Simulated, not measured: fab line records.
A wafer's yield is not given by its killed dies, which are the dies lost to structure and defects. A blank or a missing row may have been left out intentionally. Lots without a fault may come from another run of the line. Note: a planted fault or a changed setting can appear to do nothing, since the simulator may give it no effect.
The tool behind it: which one? ; flow nandHarc ; 45 wafers from 15 lots sampled at 4 of the route's 1302 steps

== WHAT THE GAUGES READ, wafer by wafer ==
NHARC_A_CONTACT_CD_MEAS_15.
lot;measured;on;cdNm (nm)
L570;day 22 13:46;cdSem-01;189.9 189.7 189.9
L579;day 26 03:01;cdSem-02;190.3 189.6 190.1
L578;day 26 06:31;cdSem-01;189.9 190.1 190.2
L581;day 26 08:40;cdSem-03;190.5 189.8 190.3
L580;day 26 12:32;cdSem-01;189.5 189.8 189.9
L582;day 27 21:42;cdSem-02;189.7 188.9 189.2
L584;day 28 12:27;cdSem-01;189.1 189.0 189.1
L583;day 28 18:37;cdSem-02;189.5 189.5 190.1
L586;day 28 19:49;cdSem-01;190.6 190.8 190.6
L587;day 29 15:58;cdSem-02;190.5 190.2 190.1
L589;day 30 05:44;cdSem-02;189.2 189.4 189.0
L590;day 30 20:56;cdSem-03;190.2 190.2 190.1
L591;day 30 22:48;cdSem-01;190.1 190.6 189.9
L592;day 31 18:53;cdSem-01;190.0 190.4 190.2
L593;day 32 13:59;cdSem-02;189.6 189.9 190.3

NHARC_A_BLC_CD_MEAS_10 targets a cd of 100 nm.
lot;measured;on;cdNm (nm)
L570;day 22 16:44;cdSem-03;99.9 100.5 99.4
L579;day 26 05:57;cdSem-02;- - -
L578;day 26 09:29;cdSem-01;- - -
L581;day 26 11:28;cdSem-03;- - -
L580;day 26 15:21;cdSem-03;100.6 99.7 100.6
L582;day 28 00:43;cdSem-02;99.6 100.0 99.6
L584;day 28 15:16;cdSem-03;99.8 100.0 99.9
L583;day 28 21:27;cdSem-03;100.2 99.9 99.6
L586;day 28 22:45;cdSem-01;99.7 99.7 99.6
L587;day 29 18:47;cdSem-03;100.3 99.8 99.7
L589;day 30 08:59;cdSem-01;100.7 100.3 100.5
L590;day 31 00:39;cdSem-02;100.5 100.6 100.4
L591;day 31 01:50;cdSem-03;99.4 99.6 99.9
L592;day 31 21:49;cdSem-02;100.2 100.0 100.5
L593;day 32 17:04;cdSem-02;99.9 99.2 100.5

== WHICH TOOL RAN EACH LOT (tool, then ch and the chambers of the sampled wafers, then the start) ==
lot;NHARC_A_CONTACT_CMP_20;NHARC_A_BLC_EXPOSE_07
L570;cmp-02 ch 1,3, day 22 15:50;arfiScanner-01 ch 0, day 22 16:35
L579;cmp-03 ch 0,1,2, day 26 05:07;arfiScanner-03, day 26 05:49
L578;cmp-04 ch 0,1,3, day 26 08:33;arfiScanner-02, day 26 09:21
L581;cmp-02 ch 0,1,2, day 26 10:43;arfiScanner-02, day 26 11:20
L580;cmp-02 ch 0,2, day 26 14:32;arfiScanner-02 ch 0, day 26 15:13
L582;cmp-02 ch 0,2,3, day 27 23:48;arfiScanner-03 ch 0, day 28 00:34
L584;cmp-02 ch 1,2,3, day 28 14:34;arfiScanner-03 ch 0, day 28 15:07
L583;cmp-02 ch 0,2,3, day 28 20:43;arfiScanner-02 ch 0, day 28 21:19
L586;cmp-04 ch 1,2,3, day 28 21:50;arfiScanner-01 ch 0, day 28 22:37
L587;cmp-03 ch 0,2,3, day 29 18:00;arfiScanner-01 ch 0, day 29 18:38
L589;cmp-03 ch 0,1,2, day 30 08:06;arfiScanner-03 ch 0, day 30 08:50
L590;cmp-02 ch 0,2,3, day 30 23:43;arfiScanner-01 ch 0, day 31 00:31
L591;cmp-03 ch 0,2,3, day 31 00:55;arfiScanner-02 ch 0, day 31 01:41
L592;cmp-04 ch 0,2,3, day 31 20:55;arfiScanner-03 ch 0, day 31 21:41
L593;cmp-04 ch 0,1, day 32 16:10;arfiScanner-01 ch 0, day 32 16:55
- NHARC_A_CONTACT_CMP_20: polishes, t overpolish 30 s, target thk 300 nm.
- NHARC_A_BLC_EXPOSE_07: exposes mask A BLC, target cd 100 nm.

== WHAT THE TOOLS THEMSELVES READ (means of the sampled wafers that have a number; where no wafer has one, the mark that the record gives instead) ==
NHARC_A_CONTACT_CMP_20.
lot;tool;motorCurrentA (A);overpolishRunS (s);timeToEndpointS (s)
L570;cmp-02;12.7;29.996;59
L579;cmp-03;11.6;30.001;60
L578;cmp-04;11.9;29.992;63
L581;cmp-02;10.8;30.000;60
L580;cmp-02;10.8;29.991;62
L582;cmp-02;11.9;30.005;60
L584;cmp-02;12.2;30.001;58
L583;cmp-02;11.9;30.000;56
L586;cmp-04;11.7;30.004;60
L587;cmp-03;11.3;29.993;62
L589;cmp-03;11.2;29.998;63
L590;cmp-02;12.0;30.001;59
L591;cmp-03;11.2;29.999;67
L592;cmp-04;11.7;30.003;58
L593;cmp-04;12.0;29.994;62

NHARC_A_BLC_EXPOSE_07.
lot;tool;exposureDoseMJCm2;focusOffsetNm (nm)
L570;arfiScanner-01;67.85;0.0
L579;arfiScanner-03;-;-
L578;arfiScanner-02;-;-
L581;arfiScanner-02;-;-
L580;arfiScanner-02;67.92;-0.2
L582;arfiScanner-03;67.93;-0.2
L584;arfiScanner-03;67.86;0.6
L583;arfiScanner-02;67.90;-0.1
L586;arfiScanner-01;67.86;0.1
L587;arfiScanner-01;67.94;1.0
L589;arfiScanner-03;67.91;0.1
L590;arfiScanner-01;67.90;0.1
L591;arfiScanner-02;67.80;0.1
L592;arfiScanner-03;67.85;-0.2
L593;arfiScanner-01;67.89;0.2

== THE ANSWER, worked out from the rows above alone ==
Rule: usual is defined by the lots themselves. The widest of any qualifying gaps counts: lots, ordered by their means at a reading, are off when they make up no more than a third of the lots, leave a main group of 4 or more, and stand apart from it by 3 or more times the standard deviation of that group's means. The tables above print the reading to a certain number of digits; a main group whose means all agree to those digits is not used. A lot without any number at a reading at which 4 lots or more have one is off too. Any other lot the step has rows for is counted as sound. After the gauges, taken in route order, come the tools' own readings; for these a lot's mean is taken, as printed above. At the first step where some lot is off, the reading lying furthest off is the one used; lots without a number count as furthest.
Off: L579, L578, L581, at NHARC_A_BLC_CD_MEAS_10 (cdNm). Without a number there: L579, L578, L581. Mean 100.0 nm and standard deviation 0.29 in the main group.
If a tool, at a process step before that reading, ran all the lots that are off and no sound lot after the first of them, it fits. The gauges at NHARC_A_BLC_CD_MEAS_10 aren't tried: what is off there is off at NHARC_A_BLC_EXPOSE_07 too, on other tools, and a gauge's error can't cause that. Of those tried, none fits.

== WHAT THE SIMULATOR PUT IN ==
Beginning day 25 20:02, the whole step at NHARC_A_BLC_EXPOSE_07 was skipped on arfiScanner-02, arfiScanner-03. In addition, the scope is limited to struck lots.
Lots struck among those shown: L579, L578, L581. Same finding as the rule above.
